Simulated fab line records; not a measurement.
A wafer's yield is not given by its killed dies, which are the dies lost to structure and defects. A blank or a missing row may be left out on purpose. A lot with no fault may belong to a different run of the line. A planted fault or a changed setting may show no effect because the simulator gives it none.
Which tool is to blame?	flow nand_harc	36 wafers from 12 lots sampled at 3 of the route's 1159 steps

WHAT EACH GAUGE READ, for each wafer
NHARC_A_CONTACT_OVL_MEAS_70.
lot	measured	on	overlay_x_nm (nm)
L075	day 16 09:40	overlay-02	0.1 1.0 1.2
L077	day 16 21:49	overlay-01	-0.7 -0.7 -0.8
L079	day 18 08:48	overlay-01	0.1 -0.2 0.1
L081	day 18 15:43	overlay-02	-0.4 0.2 0.0
L083	day 19 01:52	overlay-02	0.5 0.4 0.0
L085	day 19 13:37	overlay-02	0.0 -0.4 -0.1
L086	day 19 19:11	overlay-01	0.3 0.5 0.3
L090	day 20 10:11	overlay-01	0.7 0.7 0.5
L089	day 20 14:11	overlay-02	0.7 1.1 1.3
L093	day 21 09:43	overlay-01	0.2 0.8 0.9
L097	day 21 20:49	overlay-01	-0.4 -0.5 -0.4
L095	day 21 22:46	overlay-02	-0.6 -1.1 -0.5

WHAT TOOL EACH LOT RAN ON (gives the tool, then ch and the chambers of the sampled wafers, and finally the start)
lot	NHARC_A_SLIT_ETCH_17	NHARC_A_WL_FILL_ETCHBACK_17
L075	har_etch-02 ch 0,1, day 14 10:43	rie_metal-02 ch 0,1, day 15 10:44
L077	har_etch-01 ch 0,1, day 14 20:07	rie_metal-01 ch 0,1, day 15 20:48
L079	har_etch-02 ch 0,1, day 15 17:50	rie_metal-02 ch 0,1, day 16 23:25
L081	har_etch-02 ch 0,1, day 16 09:08	rie_metal-03 ch 1, day 17 11:44
L083	har_etch-01 ch 0,1, day 16 16:38	rie_metal-03 ch 0,1, day 17 22:37
L085	har_etch-01 ch 0,1, day 17 07:49	rie_metal-01 ch 0,1, day 18 12:45
L086	har_etch-01 ch 0,1, day 17 09:29	rie_metal-02 ch 0,1, day 18 15:21
L090	har_etch-01 ch 0,1, day 18 05:41	rie_metal-01 ch 0,1, day 19 08:16
L089	har_etch-02 ch 0,1, day 18 08:53	rie_metal-02 ch 1, day 19 15:28
L093	har_etch-01 ch 0,1, day 19 05:58	rie_metal-03 ch 0,1, day 20 09:39
L097	har_etch-02 ch 0,1, day 19 17:04	rie_metal-01 ch 0,1, day 20 18:48
L095	har_etch-01 ch 0, day 19 19:19	rie_metal-01 ch 0,1, day 20 21:10
- NHARC_A_SLIT_ETCH_17: etches the open film in C4F8/O2/Ar, time 1687.5 s, target depth 10100 nm.
- NHARC_A_WL_FILL_ETCHBACK_17: etches the open film in Cl2/BCl3, target depth 4 nm, time 26.7 s.

THE ANSWER, worked out from the rows above alone
Rule: the usual values come from the lots themselves. Put in order of their means at a reading, lots are off if they are a third of the lots or fewer, leave a main group of 4 or more, and stand apart from it by a gap of 3 or more times the standard deviation of the main group's means; of several such gaps the widest counts. A main group is skipped when, at the precision printed for the reading in the tables above, its means are all equal. A lot without any number at a reading at which 4 lots or more have one is off too. Any other lot the step has rows for is counted as sound.
Across all readings shown, no lot is off: no conclusion can be drawn from this.

WHAT THE SIMULATOR HAD PUT IN
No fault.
